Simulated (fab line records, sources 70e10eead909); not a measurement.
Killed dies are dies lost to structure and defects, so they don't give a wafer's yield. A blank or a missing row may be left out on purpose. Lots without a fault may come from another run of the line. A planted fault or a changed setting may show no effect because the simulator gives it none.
A struck lot beside a sound one | flow nand_harc | 32 steps out of a route of 1302
Sound: wafers L330.2, L330.5, L330.6. Struck: wafers L317.1, L317.3, L317.4. The cause comes at the end.
At each step with rows: each side's tool, then ch and its chambers, then its first start. Under that, the readings that differ: sound wafers | struck wafers | difference of the means | sigmas: that difference in standard deviations of wafers without a fault.
alike: readings whose means differ by less than 2 such deviations, and words and numbers that are the same on both sides. not compared: withheld readings, readings that some wafer has no value for, bounds like >300 that may hide the same value, and numbers for which the record gives no deviation and whose values overlap.
The two part at a step that has a row with sigmas, a row that says differs or no value, or rows on one side only. Numbers that don't overlap but have no deviation are shown without sigmas and don't part them. A reading that every wafer of one side lacks parts them only if that side has two wafers or more.

first, 10 steps without rows for these wafers: NHARC_A_CHANNEL_HOLE_D2_DEP_00 (deposits aC, target thk 3100 nm); NHARC_A_CHANNEL_HOLE_D2_DEP_01 (deposits SiON, target thk 140 nm); NHARC_A_CHANNEL_HOLE_D2_DEHYDRATE_02 (time 120 s); NHARC_A_CHANNEL_HOLE_D2_HMDS_03 (time 30 s); NHARC_A_CHANNEL_HOLE_D2_COAT_36 (time 75 s); NHARC_A_CHANNEL_HOLE_D2_COAT_37 (time 65 s); NHARC_A_CHANNEL_HOLE_D2_COAT_04 (resist thk 90 nm); NHARC_A_CHANNEL_HOLE_D2_SOFTBAKE_05 (time 55 s); NHARC_A_CHANNEL_HOLE_D2_EBR_06; NHARC_A_CHANNEL_HOLE_D2_EXPOSE_07 (exposes mask HOLE D2, target cd 100 nm).
NHARC_A_CHANNEL_HOLE_D2_PEB_08: peb time 65 s.
  sound on litho_track-06 ch 0, day 22 14:57; struck on litho_track-06 ch 0, day 17 21:46
  reading                  | sound             | struck            | difference | sigmas
  heater_power_total_W (W) | 156.7 156.6 156.0 | 167.1 167.0 167.5 | +10.8      | +26
then, 1 step without rows for these wafers: NHARC_A_CHANNEL_HOLE_D2_DEVELOP_09 (develop time 35 s).
NHARC_A_CHANNEL_HOLE_D2_CD_MEAS_10: target cd 100 nm.
  sound on cd_sem-03 ch 0, day 22 15:02; struck on cd_sem-02 ch 0, day 17 21:51
  reading    | sound            | struck         | difference | sigmas
  cd_nm (nm) | 100.0 99.7 100.1 | 96.5 96.7 96.6 | -3.3       | -6
NHARC_A_CHANNEL_HOLE_D2_DESCUM_15: chemistry O2, time 3 s.
  sound on rie_diel-02 ch 0,3, day 22 15:14; struck on rie_diel-02 ch 0,1,3, day 17 22:02
  reading                            | sound             | struck            | difference | sigmas
  model.A_CHANNEL_HOLE_D2.cd_nm (nm) | 99.37 100.7 99.18 | 97.79 96.26 97.22 | -2.66      |
  alike: drypump_motor_current_A, oes_product_au, rf_vpp_V, showerhead_plenum_p_Torr, throttle_valve_pct
  not compared: rf_hours_counter_h
then, 16 steps without rows for these wafers: NHARC_A_CHANNEL_HOLE_D2_ETCH_38 (etches the open film in CF4, target depth 39 nm, time 65 s); NHARC_A_CHANNEL_HOLE_D2_ETCH_39 (etches the open film in N2/H2, target depth 260 nm, time 325 s); NHARC_A_CHANNEL_HOLE_D2_ETCH_34 (etches the open film in CF4/CHF3, target depth 154 nm, time 77 s); NHARC_A_CHANNEL_HOLE_D2_ETCH_16 (etches the open film in O2/COS, target depth 3100 nm, time 806 s); NHARC_A_CHANNEL_HOLE_D2_ETCH_19 (etches the open film in C4F8/O2/Ar, time 34.5 s); NHARC_A_CHANNEL_HOLE_D2_ETCH_20 (etches the open film in C4F8/O2/Ar, time 361.9 s, target depth 1600 nm); NHARC_A_CHANNEL_HOLE_D2_ETCH_21 (etches the open film in C4F8/O2/Ar, time 514.3 s, target depth 1600 nm); NHARC_A_CHANNEL_HOLE_D2_ETCH_22 (etches the open film in C4F8/O2/Ar, time 666.7 s, target depth 1600 nm); NHARC_A_CHANNEL_HOLE_D2_ETCH_23 (etches the open film in C4F8/O2/Ar, time 819 s, target depth 1600 nm); NHARC_A_CHANNEL_HOLE_D2_ETCH_24 (etches the open film in C4F8/O2/Ar, time 906.2 s, target depth 1500 nm); NHARC_A_CHANNEL_HOLE_D2_ETCH_25 (etches the open film in C4F8/O2/Ar, time 1040.2 s, target depth 1500 nm); NHARC_A_CHANNEL_HOLE_D2_ETCH_26 (etches the open film in C4F8/O2/Ar, time 224.1 s, target depth 300 nm); NHARC_A_CHANNEL_HOLE_D2_ETCH_27 (etches the open film in C4F8/O2/Ar, time 90 s, target depth 400 nm); NHARC_A_CHANNEL_HOLE_D2_STRIP_41 (strips in N2/H2); NHARC_A_CHANNEL_HOLE_D2_STRIP_42 (strips in CF4/CHF3); NHARC_A_CHANNEL_HOLE_D2_STRIP_43 (strips in O2/COS).
NHARC_A_CHANNEL_HOLE_D2_ETCH_44: etches the open film in CF4/O2, target depth 140 nm, overetch 14 nm, time 77 s.
  sound on rie_diel-06 ch 1,2,3, day 22 21:19; struck on rie_diel-02 ch 1,2,3, day 18 07:37
  reading                            | sound             | struck           | difference | sigmas
  model.A_CHANNEL_HOLE_D2.cd_nm (nm) | 89.06 88.83 88.09 | 88.02 86.2 87.03 | -1.58      |
  alike: drypump_motor_current_A, oes_product_au, rf_vpp_V, showerhead_plenum_p_Torr, throttle_valve_pct
  not compared: rf_hours_counter_h
then, 1 step without rows for these wafers: NHARC_A_CHANNEL_HOLE_D2_STRIP_28 (strips in O2).

WHERE THEY PART
First at NHARC_A_CHANNEL_HOLE_D2_PEB_08; last, within this record, at NHARC_A_CHANNEL_HOLE_D2_CD_MEAS_10. Later steps at which nothing parts them and some readings are alike: NHARC_A_CHANNEL_HOLE_D2_DESCUM_15, NHARC_A_CHANNEL_HOLE_D2_ETCH_44.

WHY: what the simulator had put in
Process parameter drift: litho_track-06, from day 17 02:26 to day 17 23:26, at NHARC_A_CHANNEL_HOLE_D2_PEB_08. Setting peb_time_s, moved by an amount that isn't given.
